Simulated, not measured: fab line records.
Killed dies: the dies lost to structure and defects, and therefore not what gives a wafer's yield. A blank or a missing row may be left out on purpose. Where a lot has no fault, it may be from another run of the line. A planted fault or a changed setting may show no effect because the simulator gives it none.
fab line records -- flow nandHarc
record lots=5, wafers=15, lastDay=33
route steps=1302 shown A_M1@1181 END@1302
lots untouched by any fault: they come from a run of this same line in which no faults occurred
startH: the number of hours between the record's first day and the start of the first shown wafer of the lot -- waitH: hours from the lot's prior step to this one -- " repeats the value in the row above -- L1.1+2: a single row standing in for several wafers -- - no value, or no start given -- * or withheld: withheld -- < > ~ a bound
route shown NAME@n: a module of which the file shows steps, and the number in the route of the first -- usual: mean/standard deviation of fault-free wafers -- same: alike in all rows -- chamber/n: place in a boat -- sites: each site's reading -- _std_site: the standard deviation of these -- _edge_site: outer sites' mean less inner sites' -- radiusMm: for every site, how far away it sits from the centre of the wafer -- mask NAME#n: copy n -- behind: the most recent tool/chamber to have shaped the wafer -- hold: why the lot went on hold/how many hours it stayed there/how the hold came to an end -- device: which transistor (n, p or np) failed to switch -- end of line: the route-end tests of the same wafers -- step lacking rows: just its recipe -- killed: dies that structure and defects cost at the first sort, which is not the same as the wafer's yield -- map: the dies of a wafer, with x for killed, . for not killed, _ for no die there
set.NAME: the setting the step ran with; set.NAME@STEP: the setting that earlier step ran with -- model.NAME: the simulator's own value behind a step, which no gauge read
a table for each step, a row for each wafer; lots at some steps of the route
services: when a tool's chamber went out of use (startH, in hours from the record's first day, below 0 if earlier), for how many hours, and the reason
## steps
# step NHARC_A_M1_INSPECT_11
# usual rawDefectCount=96/36
lot.wafer,tool,chamber,startH,waitH,rawDefectCount
L310.2,defectInspect-01,-,622.49,0.0,38
L310.4,defectInspect-01,-,622.49,0.0,37
L310.6,defectInspect-01,-,622.49,0.0,36
L313.1,defectInspect-01,-,639.87,0.0,72
L313.3,defectInspect-01,-,639.87,0.0,79
L313.4,defectInspect-01,-,639.87,0.0,83
L315.3,defectInspect-02,-,645.51,0.0,134
L315.4,defectInspect-02,-,645.51,0.0,165
L315.6,defectInspect-02,-,645.51,0.0,127
L322.1,defectInspect-01,-,741.73,0.0,75
L322.5,defectInspect-01,-,741.73,0.0,89
L322.6,defectInspect-01,-,741.73,0.0,99
L324.2,defectInspect-01,-,747.26,0.0,150
L324.4,defectInspect-01,-,747.26,0.0,126
L324.5,defectInspect-01,-,747.26,0.0,116
# step NHARC_A_M1_DESCUM_14
# recipe timeS=3, o2FlowSccm=200, arFlowSccm=0, biasPowerW=0, chemistry=O2
# step NHARC_A_M1_ETCH_35
# recipe targetDepthA=400, overetchA=120, timeS=43.94, ionEnergyEv=200, n2FlowSccm=150, h2FlowSccm=150, arFlowSccm=0, rfW=400, biasW=150, chemistry=N2/H2
# step NHARC_A_M1_ETCH_15
# recipe targetDepthA=1825, timeS=91.2, c4f8FlowSccm=withheld, arFlowSccm=400, rfW=600, biasW=300, chemistry=C4F8/Ar
# step NHARC_A_M1_CD_MEAS_16
# usual cdNm=120.2/0.69
lot.wafer,tool,chamber,startH,waitH,cdNm
L310.2,cdSem-01,-,622.85,-,120.1
L310.4,cdSem-01,-,622.85,-,120.5
L310.6,cdSem-01,-,622.85,-,120.0
L313.1,cdSem-01,-,640.23,-,120.7
L313.3,cdSem-01,-,640.23,-,120.0
L313.4,cdSem-01,-,640.23,-,120.8
L315.3,cdSem-02,-,645.88,-,120.1
L315.4,cdSem-02,-,645.88,-,121.3
L315.6,cdSem-02,-,645.88,-,121.5
L322.1,cdSem-01,-,742.14,-,120.0
L322.5,cdSem-01,-,742.14,-,119.8
L322.6,cdSem-01,-,742.14,-,119.8
L324.2,cdSem-03,-,747.63,-,120.7
L324.4,cdSem-03,-,747.63,-,120.5
L324.5,cdSem-03,-,747.63,-,120.7
# step NHARC_A_M1_STRIP_18
# recipe powerW=1000, n2FlowSccm=150, h2FlowSccm=150, arFlowSccm=0, biasW=0, chemistry=N2/H2
# step NHARC_A_M1_ETCH_28
# recipe targetDepthA=300, overEtchFrac=0.3, timeS=72.99, ionEnergyEv=150, cf4FlowSccm=50, n2FlowSccm=100, arFlowSccm=150, rfW=300, biasW=100, chemistry=CF4/N2
# usual biasW=100.0/0.33, drypumpMotorCurrentA=5.9/0.34, mfcArSccm=150.0/0.44, oesProductAu=1.000/0.01, rfVppV=313.2/1.5, showerheadPlenumPTorr=2.57/0.078, throttleValvePct=19.794/0.0088
lot.wafer,tool,chamber,startH,waitH,biasW,drypumpMotorCurrentA,mfcArSccm,oesProductAu,rfHoursCounterH,rfVppV,showerheadPlenumPTorr,throttleValvePct
L310.4,rieDiel-01,0,-,-,99.8,6.1,150.6,1.003,1.9,314.7,2.66,19.804
L310.2,rieDiel-01,3,-,-,99.4,6.0,149.3,1.002,1.7,314.2,2.62,19.785
L310.6,rieDiel-01,0,-,-,99.9,6.1,151.1,1.014,-,314.3,2.66,19.795
L313.3,rieDiel-06,2,-,-,100.3,6.3,150.5,0.980,7.1,312.3,2.47,19.801
L313.4,rieDiel-06,3,-,-,100.7,6.0,149.2,1.000,7.0,312.4,2.47,19.785
L313.1,rieDiel-06,1,-,-,100.1,5.5,149.8,0.989,7.1,313.7,2.57,19.783
L315.3,rieDiel-07,1,-,-,100.0,5.9,150.1,0.999,4.8,313.1,2.53,19.814
L315.6,rieDiel-07,0,-,-,99.5,5.7,150.7,1.000,-,313.5,2.54,19.809
L315.4,rieDiel-07,1,-,-,100.3,5.9,150.3,0.989,-,313.8,2.53,19.795
L322.1,rieDiel-07,2,-,-,99.2,6.1,150.2,1.013,2.8,314.3,2.64,19.792
L322.6,rieDiel-07,1,-,-,99.9,5.8,150.1,1.022,-,312.9,2.53,19.804
L322.5,rieDiel-07,0,-,-,100.3,5.8,149.3,1.009,-,311.8,2.54,19.794
L324.2,rieDiel-06,1,-,-,100.3,5.5,149.6,0.996,7.1,314.0,2.56,19.788
L324.4,rieDiel-06,2,-,-,99.8,6.3,149.9,1.002,5.4,311.5,2.47,19.781
L324.5,rieDiel-06,2,-,-,99.7,6.3,149.3,0.997,-,312.2,2.47,19.785
# step NHARC_A_M1_STRIP_19
# recipe timeS=600, tempC=30, chemistry=postEtchResidueRemover
# step NHARC_A_M1_DEGAS_29
# recipe tempC=250, timeS=60
# usual heaterPowerW=341/28
lot.wafer,tool,chamber,startH,waitH,heaterPowerW
L310.4,pvdSputter-03,-,623.58,-,358
L310.2,pvdSputter-03,-,623.58,-,319
L310.6,pvdSputter-03,-,623.58,-,339
L313.4,pvdSputter-01,-,640.96,-,364
L313.3,pvdSputter-01,-,640.96,-,312
L313.1,pvdSputter-01,-,640.96,-,280
L315.3,pvdSputter-03,-,646.65,-,321
L315.4,pvdSputter-03,-,646.65,-,346
L315.6,pvdSputter-03,-,646.65,-,321
L322.1,pvdSputter-02,-,742.92,-,319
L322.6,pvdSputter-02,-,742.92,-,327
L322.5,pvdSputter-02,-,742.92,-,351
L324.4,pvdSputter-03,-,748.34,-,362
L324.2,pvdSputter-03,-,748.34,-,314
L324.5,pvdSputter-03,-,748.34,-,366
# step NHARC_A_M1_PRE_CLEAN_30
# recipe timeS=30, tempC=280, gas=H2/He
# step NHARC_A_M1_PVD_20
# recipe targetThkA=50, biasV=168.6, powerW=15000, chamberPressurePa=0.12, timeS=8.06, substrateTempC=50, material=TaN
# step NHARC_A_M1_PVD_21
# recipe targetThkA=300, chamberPressurePa=5, powerW=5000, substrateTempC=30, timeS=20.49, material=Cu
# usual throttleValvePct=30.2/1.1
lot.wafer,tool,chamber,startH,waitH,throttleValvePct
L310.4,pvdSputter-03,-,-,-,30.1
L310.2,pvdSputter-03,-,-,-,28.9
L310.6,pvdSputter-03,-,-,-,30.1
L313.1,pvdSputter-01,-,-,-,29.9
L313.3,pvdSputter-01,-,-,-,32.6
L313.4,pvdSputter-01,-,-,-,31.1
L315.3,pvdSputter-03,-,-,-,28.9
L315.4,pvdSputter-03,-,-,-,30.1
L315.6,pvdSputter-03,-,-,-,28.9
L322.1,pvdSputter-02,-,-,-,31.4
L322.5,pvdSputter-02,-,-,-,30.3
L322.6,pvdSputter-02,-,-,-,31.1
L324.2,pvdSputter-03,-,-,-,30.1
L324.4,pvdSputter-03,-,-,-,29.3
L324.5,pvdSputter-03,-,-,-,28.7
# step NHARC_A_M1_ECD_22
# recipe targetThkA=4000, bathTempC=25, material=Cu
lot.wafer,tool,chamber,startH,waitH
L310.2+4+6,ecdCu-02,"0,1,1",623.98,-
L313.1+4+3,ecdCu-01,"0,1,0",641.37,-
L315.4+3+6,ecdCu-01,"0,1,0",647.11,-
L322.1+6+5,ecdCu-01,"1,0,1",743.33,-
L324.2+4+5,ecdCu-02,"0,1,0",748.70,-
# step NHARC_A_M1_ANNEAL_31
# recipe tempC=225, timeS=90
# step NHARC_A_M1_CMP_23
# recipe tOverpolishS=20, targetThkNm=154.34
# usual motorCurrentA=11.9/1, padLifeWafers=214/100, timeToEndpointS=28.6/2.3
lot.wafer,tool,chamber,startH,waitH,motorCurrentA,padLifeWafers,timeToEndpointS
L310.2,cmp-01,3,624.68,-,12.6,151,26.2
L310.4,cmp-01,1,624.68,-,10.6,153,24.5
L310.6,cmp-01,3,624.68,-,12.3,-,28.1
L313.4,cmp-03,3,642.04,-,11.4,294,25.2
L313.3,cmp-03,0,642.04,-,11.5,295,31.3
L313.1,cmp-03,2,642.04,-,13.3,297,27.4
L315.3,cmp-02,3,647.76,-,10.8,67,34.4
L315.4,cmp-02,1,647.76,-,9.4,69,30.0
L315.6,cmp-02,2,647.76,-,10.7,-,28.9
L322.1,cmp-03,1,744.01,-,12.7,288,27.6
L322.6,cmp-03,1,744.01,-,13.1,-,32.2
L322.5,cmp-03,2,744.01,-,13.0,-,25.0
L324.2,cmp-03,2,749.45,-,12.6,313,29.1
L324.4,cmp-03,0,749.45,-,11.5,315,30.1
L324.5,cmp-03,2,749.45,-,12.6,-,29.3
# step NHARC_A_M1_THK_MEAS_24
# recipe thkMeasGauge=xrf
# usual thkNm=154.3/1.4
lot.wafer,tool,chamber,startH,waitH,thkNm
L310.2,filmMetro-02,-,624.97,-,152.7
L310.4,filmMetro-02,-,624.97,-,155.3
L310.6,filmMetro-02,-,624.97,-,154.4
L313.1,filmMetro-02,-,642.35,-,151.1
L313.3,filmMetro-02,-,642.35,-,156.3
L313.4,filmMetro-02,-,642.35,-,152.2
L315.3,filmMetro-01,-,648.05,-,157.3
L315.4,filmMetro-01,-,648.05,-,154.9
L315.6,filmMetro-01,-,648.05,-,154.0
L322.1,filmMetro-01,-,744.32,-,153.8
L322.5,filmMetro-01,-,744.32,-,152.3
L322.6,filmMetro-01,-,744.32,-,156.9
L324.2,filmMetro-02,-,749.73,-,154.3
L324.4,filmMetro-02,-,749.73,-,155.8
L324.5,filmMetro-02,-,749.73,-,155.2
# step NHARC_A_M1_SRD_25
# step NHARC_A_M1_PRE_CLEAN_32
# recipe timeS=12, tempC=370, rfPowerW=300, gas=NH3
# usual heaterPowerW=656/100
lot.wafer,tool,chamber,startH,waitH,hold,heaterPowerW
L310.2,pecvd-04,1,625.26,0.1,-,592
L310.6,pecvd-04,0,625.26,0.1,-,809
L310.4,pecvd-04,1,625.26,0.1,-,589
L313.3,pecvd-03,2,642.58,0.1,-,599
L313.1,pecvd-03,1,642.58,0.1,-,734
L313.4,pecvd-03,0,642.58,0.1,-,687
L315.3,pecvd-04,1,650.68,2.3,awaitDispo/2.2h/release,549
L315.4,pecvd-04,1,650.68,2.3,awaitDispo/2.2h/release,526
L315.6,pecvd-04,2,650.68,2.3,awaitDispo/2.2h/release,687
L322.1,pecvd-01,1,744.56,0.1,-,732
L322.5,pecvd-01,1,744.56,0.1,-,732
L322.6,pecvd-01,2,744.56,0.1,-,540
L324.2,pecvd-01,2,749.98,0.1,-,539
L324.5,pecvd-01,1,749.98,0.1,-,697
L324.4,pecvd-01,2,749.98,0.1,-,563
# step NHARC_END_SORT_01
# recipe tempC=25
# usual defectLimitedYield=89.9/2.7, killedAtArray=64/18, killedAtOther=0.8/1.1, killedAtPeriphery=3.8/2.7, killedDies=68/18, killedOpen=3.3/1.9, killedShort=2.3/1.8
# same grossDies=677
lot.wafer,tool,chamber,startH,waitH,defectLimitedYield[%],killedAtArray,killedAtOther,killedAtPeriphery,killedDies,killedOpen,killedShort
L310.2,prober-02,0,658.75,2.8,94.2,36,2,1,39,6,0
L310.4,prober-02,0,660.34,3.4,95.3,31,1,0,32,1,2
L310.6,prober-02,0,661.93,4.0,94.1,35,3,2,40,5,2
L313.1,prober-01,0,674.57,2.5,90.3,62,0,4,66,5,4
L313.3,prober-01,0,676.15,3.1,92.5,50,0,1,51,2,1
L313.4,prober-01,0,676.95,3.4,91.3,54,0,5,59,3,3
L315.3,prober-01,0,687.73,3.1,34.1,443,0,3,446,0,3
L315.4,prober-01,0,688.53,3.4,34.0,441,0,6,447,4,1
L315.6,prober-01,0,690.12,4.0,39.6,408,0,1,409,2,2
# killed by level:class
L310.2 A_CHANNEL_HOLE_D2:chamberFilmFlake=9 A_CHANNEL_HOLE_D1:chamberFilmFlake=8 A_CONTACT:chamberFilmFlake=7 A_STAIRCASE:chamberFilmFlake=4 A_M0:geometricParticle:open=2 A_BLC:chamberFilmFlake=2 THIN_TSV:chamberFilmFlake=2 P_CONTACT:geometricParticle:open=1
L310.4 A_CHANNEL_HOLE_D2:chamberFilmFlake=9 A_CHANNEL_HOLE_D1:chamberFilmFlake=5 A_STAIRCASE:chamberFilmFlake=5 A_SLIT:chamberFilmFlake=3 A_CONTACT:chamberFilmFlake=2 A_ONON_D1:geometricParticle:open=1 A_WL_FILL:geometricParticle:short=1 A_M0:geometricParticle:short=1
L310.6 A_CHANNEL_HOLE_D2:chamberFilmFlake=17 A_SLIT:chamberFilmFlake=4 A_CHANNEL_HOLE_D1:chamberFilmFlake=3 THIN_TSV:chamberFilmFlake=3 A_CHANNEL_FILL_D2:geometricParticle:open=2 A_CONTACT:chamberFilmFlake=2 A_BLC:chamberFilmFlake=2 P_CONTACT:geometricParticle:open=1
L313.1 A_SLIT:chamberFilmFlake=29 A_CHANNEL_HOLE_D2:chamberFilmFlake=16 A_CHANNEL_HOLE_D1:chamberFilmFlake=5 A_BLC:chamberFilmFlake=3 A_STAIRCASE:chamberFilmFlake=2 P_GATE:geometricParticle:open=1 P_CONTACT:geometricParticle:short=1 A_ONON_D1:geometricParticle:open=1
L313.3 A_SLIT:chamberFilmFlake=27 A_CHANNEL_HOLE_D2:chamberFilmFlake=11 A_STAIRCASE:chamberFilmFlake=4 A_CHANNEL_HOLE_D1:chamberFilmFlake=2 A_CONTACT:chamberFilmFlake=2 A_DECK1_JOINT:geometricParticle:open=1 A_DECK1_JOINT:geometricParticle:short=1 A_M0:geometricParticle:open=1
L313.4 A_SLIT:chamberFilmFlake=27 A_CHANNEL_HOLE_D2:chamberFilmFlake=12 A_CONTACT:chamberFilmFlake=4 P_ZERO_WELL:chamberFilmFlake=3 A_CHANNEL_HOLE_D1:chamberFilmFlake=3 P_GATE:chamberFilmFlake=2 A_CHANNEL_FILL_D1:geometricParticle:open=1 A_DECK1_JOINT:geometricParticle:open=1
L315.3 A_M1:unspecified=382 A_SLIT:chamberFilmFlake=25 A_CHANNEL_HOLE_D1:chamberFilmFlake=19 A_CHANNEL_HOLE_D2:chamberFilmFlake=11 A_CHANNEL_FILL_D2:geometricParticle:short=2 P_CONTACT:chamberFilmFlake=2 A_CHANNEL_HOLE_D2:geometricParticle:short=1 P_STI:chamberFilmFlake=1
L315.4 A_M1:unspecified=378 A_SLIT:chamberFilmFlake=25 A_CHANNEL_HOLE_D1:chamberFilmFlake=20 A_CHANNEL_HOLE_D2:chamberFilmFlake=12 P_CONTACT:chamberFilmFlake=4 A_ONON_D1:geometricParticle:open=2 P_CONTACT:geometricParticle:open=1 A_CHANNEL_FILL_D1:geometricParticle:open=1
L315.6 A_M1:unspecified=349 A_CHANNEL_HOLE_D1:chamberFilmFlake=23 A_SLIT:chamberFilmFlake=21 A_CHANNEL_HOLE_D2:chamberFilmFlake=9 A_CHANNEL_HOLE_D1:geometricParticle:open=1 A_ONON_D2:geometricParticle:open=1 A_STAIRCASE:geometricParticle:short=1 A_WL_FILL:geometricParticle:short=1
# map L315.4 (x killed, . not)
____________x____________
_________xxx.xxx_________
_______xx.x...xx.._______
______x.xxx.xxx.x..______
_____.x..xxx.xx..x.x_____
____xxxxxxxxx.xxxx.xx____
____.xx.xx.xxxxxxxxxx____
___..x.xx..x.x....xxxx___
___...xxx.x..xxxx.xxxx___
__x...xx.xxx...x..xxxxx__
__.xx.x.xxx..x.xxx.xxxx__
_.xxx.....xxx.x.xx.xxx.._
_xxx.x..xxxxxxxx.x.xxxxx_
_xx.xxxxx..xx..xxxxxxxxx_
_xx..x.x.x..xxxxxxxxxxxx_
_xxxx..xxxx.xx...x...x.x_
xxxxxx.x...xxxxx.xxxxxx.x
xxxxxxxxx.xxxxxxx.xxx....
x.x.xxx.xx.xxxxxx.x.x.xx.
.xxxx.xxxxxxxxxx..xx...xx
x.xx.xxx.x..xxxx..xxxx...
_xxx.xxxxxxxxxxxxxxx...x_
_x.x.xx.....xxxxx..xxxxx_
_.xxx.xx..xx.xxx...x.x.x_
_.x.x.x.xxxx.x..xxx.x.x._
_xxxxxxx...x.xx.xx.xxx.._
__.xxx..x.x.x.xx.xx.x..__
__..x.xxxx.xxxx.xxx.xxx__
___x.xx.xx..x.xx...x..___
___xxxxxxxx..x.xxxxxxx___
____xx.xx..xx.xxx.x.x____
____...xxxxx.x...xx.x____
_____x.xxx.....xxxxx_____
______xxx.xxxxxx...______
_______.xxxxxx..xx_______
_________x.xx.xx_________
____________x____________
# map L313.1 (x killed, . not)
____________.____________
_________......._________
_______......x...._______
______.............______
_____..............._____
____..............x.x____
____...x...........x.____
___.................x.___
___...............xx.x___
__...........x.x.xxxxx.__
__..............x.xxx..__
_..x............x.xxxx.._
_..................xx..._
_..........x............_
_..........xxx...xxxxx.._
_............x.xxx.x...x_
.........x....x..x.......
...........xxx..x........
...........xx...x........
...........xxx..x........
...........x..x.x.x......
_......................._
_..........x............_
_......................._
_......................._
_......................._
__.....................__
__.....................__
___...................___
___...................___
____.................____
____.................____
_____..............._____
______...x.........______
_______..x.x......_______
_________...x..._________
____________.____________
## services
tool,chamber,startH,hours,kind
pecvd-03,-,599.55,1.0,repair
pecvd-03,-,614.07,0.6,repair
cmp-02,-,624.56,4.0,pm
rieDiel-01,3,628.10,14.7,repair
pecvd-04,2,628.67,11.9,repair
cmp-02,-,629.80,4.5,repair
pecvd-04,-,631.49,13.0,pm
pvdSputter-02,-,638.20,10.0,pm
ecdCu-02,-,639.64,5.2,repair
rieDiel-07,2,645.30,15.7,repair
rieDiel-06,-,646.30,0.6,repair
rieDiel-07,-,648.20,9.0,pm
pecvd-01,-,652.24,1.1,repair
cmp-03,-,653.29,4.0,pm
rieDiel-06,2,654.74,8.4,repair
rieDiel-06,-,661.20,9.0,pm
cmp-03,-,667.48,2.6,repair
pecvd-01,-,673.14,13.0,pm
ecdCu-02,-,680.27,11.8,repair
pvdSputter-01,-,684.99,8.9,repair
ecdCu-01,-,688.00,8.0,pm
pvdSputter-03,-,704.00,10.0,pm
ecdCu-01,-,710.55,1.6,repair
rieDiel-07,3,735.94,14.4,repair
## key
firstSign step=NHARC_END_SORT_01, reading=defectLimitedYield, direction=down, sigmas=20, usual=89.9, struck=35.9
effect step=NHARC_END_SORT_01, reading=killedDies, direction=up, sigmas=20, usual=68, struck=434
moreKillsBornAt NHARC_A_M1_ECD_22@ecdCu-01=1109
metAt NHARC_A_M1_ECD_22
struckWafers L315.3,L315.4,L315.6
onsetBetween 641.37 647.11
alsoFits NHARC_A_M1_CMP_23:cmp-02
fault kind=chamberParticleSource, tool=ecdCu-01, chamber=-, onsetH=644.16, steps=NHARC_A_M1_ECD_22, ratePerVisitCm2=0.96814, endH=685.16
